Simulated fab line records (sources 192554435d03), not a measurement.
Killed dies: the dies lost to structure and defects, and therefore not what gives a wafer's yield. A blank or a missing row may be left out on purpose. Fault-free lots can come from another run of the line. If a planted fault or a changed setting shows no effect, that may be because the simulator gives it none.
Chamber matching :: flow n5-finfet :: N5_DUMMY_GATE_DESCUM_20 on rie-diel-04 has 4 sister chambers
The step chemistry O2, time 6.2 s. 4 wafers are shown with their chamber, then 7 later ones without.

## WAFERS, EACH WITH ITS CHAMBER
wafer: L082.1
chamber: 3
showerhead-plenum-p-Torr (Torr): 1.98

wafer: L082.5
chamber: 1
showerhead-plenum-p-Torr (Torr): 2.04

wafer: L084.1
chamber: 2
showerhead-plenum-p-Torr (Torr): 2.18

wafer: L084.3
chamber: 0
showerhead-plenum-p-Torr (Torr): 2.17

## WAFERS MISSING THEIR CHAMBER
wafer: L084.6
showerhead-plenum-p-Torr (Torr): 2.18

wafer: L085.3
showerhead-plenum-p-Torr (Torr): 2.04

wafer: L085.4
showerhead-plenum-p-Torr (Torr): 2.17

wafer: L085.5
showerhead-plenum-p-Torr (Torr): 2.04

wafer: L093.3
showerhead-plenum-p-Torr (Torr): 2.18

wafer: L093.5
showerhead-plenum-p-Torr (Torr): 1.97

wafer: L093.6
showerhead-plenum-p-Torr (Torr): 2.17

## CHAMBER TAKEN BY EACH
wafer: L084.6
from the rows above: 2
in truth: 2

wafer: L085.3
from the rows above: 1
in truth: 1

wafer: L085.4
from the rows above: 0
in truth: 0

wafer: L085.5
from the rows above: 1
in truth: 1

wafer: L093.3
from the rows above: 2
in truth: 2

wafer: L093.5
from the rows above: 3
in truth: 3

wafer: L093.6
from the rows above: 0
in truth: 0
Correctly placed: 7 of 7. Can't be placed from these rows: 0. Wrongly placed: 0.
How it was worked out, from the rows above alone: a wafer's distance from a chamber is the root of the sum, over the readings, of the square of ((its reading less the chamber's mean) divided by the reading's scatter). The wafer belongs to the nearest chamber; if the next one is less than 2 further off, it can't be placed. The mean given for a chamber averages the wafers shown for that chamber. The scatter (one wafer shown for each chamber): square how far every hidden wafer sits from the nearest shown wafer, average those squares and take the square root.
